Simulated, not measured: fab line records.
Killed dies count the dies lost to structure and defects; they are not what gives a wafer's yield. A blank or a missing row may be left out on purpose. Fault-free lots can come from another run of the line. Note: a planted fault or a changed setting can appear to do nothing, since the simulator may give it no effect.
Which tool was responsible? + flow nand harc + Sampling: 11 lots, 33 wafers, 5 of 1302 route steps

WHAT EACH GAUGE READ, for each wafer
Not one reading of a measure or inspect step in the record can be checked against a usual standard deviation.

EACH LOT AND THE TOOL THAT RAN IT (in order: tool; ch and the chambers of the sampled wafers; start)
| lot  | NHARC_A_M1_STRIP_18                | NHARC_A_M1_ETCH_28                            | NHARC_A_M1_ECD_22              | NHARC_A_M1_CMP_23             | NHARC_A_BONDPAD_CMP_29        |
|------|------------------------------------|-----------------------------------------------|--------------------------------|-------------------------------|-------------------------------|
| L747 | rie diel-08 ch 0,2,3, day 23 09:47 | rie diel-08 ch 0,1,3, day 23 10:49 or earlier | ecd cu-02 ch 0,1, day 23 10:49 | cmp-04 ch 0,1,2, day 23 11:32 | cmp-01 ch 0,2, day 23 13:08   |
| L746 | rie diel-05 ch 0,1,2, day 23 12:31 | rie diel-05 ch 0,1, day 23 13:37 or earlier   | ecd cu-02 ch 0,1, day 23 13:37 | cmp-01 ch 0,1,2, day 23 14:23 | cmp-04 ch 0,1,3, day 23 15:55 |
| L748 | rie diel-11 ch 0,2,3, day 24 06:13 | rie diel-11 ch 1,2,3, day 24 07:12 or earlier | ecd cu-01 ch 0,1, day 24 07:12 | cmp-02 ch 0,2,3, day 24 07:56 | cmp-01 ch 0,2,3, day 24 09:31 |
| L749 | rie diel-08 ch 0,2,3, day 25 08:05 | rie diel-08 ch 0,1,2, day 25 09:07 or earlier | ecd cu-01 ch 0,1, day 25 09:07 | cmp-04 ch 1,2, day 25 09:50   | cmp-03 ch 0,2,3, day 25 11:26 |
| L751 | rie diel-08 ch 1,2, day 25 12:47   | rie diel-08 ch 0,2,3, day 25 13:51 or earlier | ecd cu-01 ch 0,1, day 25 13:51 | cmp-01 ch 2,3, day 25 14:43   | cmp-03 ch 1,2,3, day 25 16:30 |
| L752 | rie diel-11 ch 0,1,3, day 25 17:23 | rie diel-11 ch 0,2,3, day 25 18:29 or earlier | ecd cu-01 ch 0,1, day 25 18:29 | cmp-02 ch 2,3, day 25 19:07   | cmp-01 ch 0,2, day 25 20:44   |
| L756 | rie diel-05 ch 0,1,2, day 27 05:07 | rie diel-05 ch 2,3, day 27 06:14 or earlier   | ecd cu-01 ch 0,1, day 27 06:14 | cmp-02 ch 0,3, day 27 06:51   | cmp-03 ch 0,1, day 27 08:26   |
| L759 | rie diel-05 ch 0,2,3, day 28 19:01 | rie diel-05 ch 0,2,3, day 28 23:58 or earlier | ecd cu-02 ch 0,1, day 28 23:58 | cmp-02 ch 0,1,2, day 29 00:38 | cmp-04 ch 0,2,3, day 29 02:13 |
| L763 | rie diel-05 ch 2,3, day 29 06:21   | rie diel-05 ch 0,1, day 29 07:30 or earlier   | ecd cu-02 ch 0,1, day 29 07:30 | cmp-04 ch 0,1, day 29 08:06   | cmp-01 ch 0,2,3, day 29 10:29 |
| L765 | rie diel-08 ch 1,2, day 30 17:37   | rie diel-08 ch 2,3, day 30 18:41 or earlier   | ecd cu-02 ch 1, day 30 18:41   | cmp-02 ch 0,3, day 30 19:22   | cmp-03 ch 0,2,3, day 30 21:08 |
| L769 | rie diel-05 ch 2,3, day 31 22:29   | rie diel-05 ch 0,1,3, day 31 23:35 or earlier | ecd cu-01 ch 0,1, day 31 23:35 | cmp-02 ch 0,3, day 32 00:19   | cmp-03 ch 1,2,3, day 32 01:53 |
- NHARC_A_M1_STRIP_18: strips in N2/H2.
- NHARC_A_M1_ETCH_28: etches the open film in CF4/N2, target depth 30 nm, time 72.99 s.
- NHARC_A_M1_ECD_22: material Cu, target thk 400 nm.
- NHARC_A_M1_CMP_23: polishes, t overpolish 20 s, target thk 154.34 nm.
- NHARC_A_BONDPAD_CMP_29: polishes SiCN, target thk 200 nm.

AS READ BY THE TOOLS THEMSELVES (means over the sampled wafers that have a number; for cases with no such wafer, the mark the record gives instead)
NHARC_A_M1_STRIP_18. Usual: drypump motor current A 5.8 A, standard deviation 0.38; mfc ar sccm 0.007 sccm, standard deviation 0.0087; oes product au 0.998 a.u., standard deviation 0.01; rf vpp V 90.8 V, standard deviation 1.1; showerhead plenum p Torr 2.06 Torr, standard deviation 0.099; throttle valve pct 14.171 %, standard deviation 0.0092.
| lot  | tool        | drypump motor current A (A) | mfc ar sccm (sccm) | oes product au (a.u.) | rf vpp V (V) | showerhead plenum p Torr (Torr) | throttle valve pct (%) | flag |
|------|-------------|-----------------------------|--------------------|-----------------------|--------------|---------------------------------|------------------------|------|
| L747 | rie diel-08 | 5.8                         | 0.003              | 0.992                 | 91.5         | 2.07                            | 14.170                 |      |
| L746 | rie diel-05 | 5.8                         | 0.012              | 1.012                 | 90.8         | 2.06                            | 14.173                 |      |
| L748 | rie diel-11 | 5.9                         | 0.013              | 0.998                 | 91.0         | 2.09                            | 14.170                 |      |
| L749 | rie diel-08 | 5.8                         | 0.003              | 1.000                 | 90.7         | 2.07                            | 14.162                 |      |
| L751 | rie diel-08 | 5.5                         | 0.000              | 0.990                 | 90.3         | 1.97                            | 14.168                 |      |
| L752 | rie diel-11 | 5.9                         | 0.013              | 0.995                 | 90.8         | 2.13                            | 14.170                 |      |
| L756 | rie diel-05 | 5.9                         | 0.012              | 0.995                 | 90.2         | 2.06                            | 14.174                 |      |
| L759 | rie diel-05 | 6.2                         | 0.003              | 0.988                 | 89.8         | 2.00                            | 14.183                 |      |
| L763 | rie diel-05 | 6.0                         | 0.005              | 1.005                 | 90.6         | 2.06                            | 14.170                 |      |
| L765 | rie diel-08 | 5.5                         | 0.000              | 0.994                 | 90.7         | 1.97                            | 14.166                 |      |
| L769 | rie diel-05 | 6.0                         | 0.005              | 1.004                 | 90.9         | 2.05                            | 14.167                 |      |

NHARC_A_M1_ETCH_28. Usual: drypump motor current A 5.8 A, standard deviation 0.39; mfc ar sccm 150.0 sccm, standard deviation 0.46; oes product au 0.997 a.u., standard deviation 0.011; rf vpp V 314.6 V, standard deviation 2.1; showerhead plenum p Torr 2.65 Torr, standard deviation 0.12; throttle valve pct 19.794 %, standard deviation 0.0096.
| lot  | tool        | drypump motor current A (A) | mfc ar sccm (sccm) | oes product au (a.u.) | rf vpp V (V) | showerhead plenum p Torr (Torr) | throttle valve pct (%) | flag |
|------|-------------|-----------------------------|--------------------|-----------------------|--------------|---------------------------------|------------------------|------|
| L747 | rie diel-08 | 5.6                         | 150.3              | 0.987                 | 313.9        | 2.63                            | 19.792                 |      |
| L746 | rie diel-05 | 6.1                         | 150.1              | 1.013                 | 313.1        | 2.59                            | 19.793                 |      |
| L748 | rie diel-11 | 6.1                         | 149.7              | 1.005                 | 314.2        | 2.62                            | 19.784                 |      |
| L749 | rie diel-08 | 5.6                         | 149.8              | 0.995                 | 313.9        | 2.58                            | 19.810                 |      |
| L751 | rie diel-08 | 5.8                         | 150.1              | 1.008                 | 314.7        | 2.66                            | 19.787                 |      |
| L752 | rie diel-11 | 5.9                         | 149.9              | 1.004                 | 314.8        | 2.69                            | 19.797                 |      |
| L756 | rie diel-05 | 6.0                         | 150.4              | 0.996                 | 313.9        | 2.65                            | 19.797                 |      |
| L759 | rie diel-05 | 6.2                         | 150.4              | 0.994                 | 313.5        | 2.58                            | 19.798                 |      |
| L763 | rie diel-05 | 5.7                         | 150.4              | 0.985                 | 315.1        | 2.66                            | 19.794                 |      |
| L765 | rie diel-08 | 5.9                         | 149.6              | 0.992                 | 314.6        | 2.66                            | 19.796                 |      |
| L769 | rie diel-05 | 6.1                         | 149.9              | 0.990                 | 313.2        | 2.60                            | 19.801                 |      |

NHARC_A_M1_CMP_23. Usual: motor current A 11.9 A, standard deviation 0.56; slurry flow ml min 150.1, standard deviation 0.49; time to endpoint s 29 s, standard deviation 3.
| lot  | tool   | motor current A (A) | slurry flow ml min | time to endpoint s (s) | flag |
|------|--------|---------------------|--------------------|------------------------|------|
| L747 | cmp-04 | 12.6                | 150.5              | 27                     |      |
| L746 | cmp-01 | 11.9                | 150.3              | 29                     |      |
| L748 | cmp-02 | 11.4                | 149.7              | 31                     |      |
| L749 | cmp-04 | 12.3                | 150.0              | 26                     |      |
| L751 | cmp-01 | 12.2                | 150.5              | 29                     |      |
| L752 | cmp-02 | 11.8                | 149.7              | 31                     |      |
| L756 | cmp-02 | 12.0                | 150.3              | 29                     |      |
| L759 | cmp-02 | 11.7                | 149.9              | 31                     |      |
| L763 | cmp-04 | 12.3                | 150.6              | 26                     |      |
| L765 | cmp-02 | 11.7                | 149.9              | 25                     |      |
| L769 | cmp-02 | 12.3                | 150.0              | 27                     |      |

NHARC_A_BONDPAD_CMP_29. Usual: motor current A 11.9 A, standard deviation 0.56; slurry flow ml min 150.0, standard deviation 0.49.
| lot  | tool   | motor current A (A) | slurry flow ml min | flag |
|------|--------|---------------------|--------------------|------|
| L747 | cmp-01 | 12.2                | 149.8              |      |
| L746 | cmp-04 | 12.2                | 149.7              |      |
| L748 | cmp-01 | 11.5                | 149.9              |      |
| L749 | cmp-03 | 11.4                | 149.5              |      |
| L751 | cmp-03 | 11.8                | 150.6              |      |
| L752 | cmp-01 | 11.5                | 150.2              |      |
| L756 | cmp-03 | 11.4                | 150.3              |      |
| L759 | cmp-04 | 12.6                | 150.2              |      |
| L763 | cmp-01 | 11.9                | 150.1              |      |
| L765 | cmp-03 | 11.6                | 150.0              |      |
| L769 | cmp-03 | 11.4                | 149.9              |      |

THE ANSWER, worked out from the rows above alone
Rule: a lot is off if the mean of its wafers that have a number lies more than 3 standard deviations from the usual mean. Also off: a lot with no number at a reading for which 4 or more lots have one. Where the step has rows for the other lots, those lots are counted as sound. First the gauges in route order, then the tools' own readings, where a lot's mean is used as printed above. At the first step where some lot is off, the reading lying furthest off is the one used; lots without a number count as furthest.
No lot is off at any reading shown: from this, nothing can be told.

WHAT THE SIMULATOR HAD PUT IN
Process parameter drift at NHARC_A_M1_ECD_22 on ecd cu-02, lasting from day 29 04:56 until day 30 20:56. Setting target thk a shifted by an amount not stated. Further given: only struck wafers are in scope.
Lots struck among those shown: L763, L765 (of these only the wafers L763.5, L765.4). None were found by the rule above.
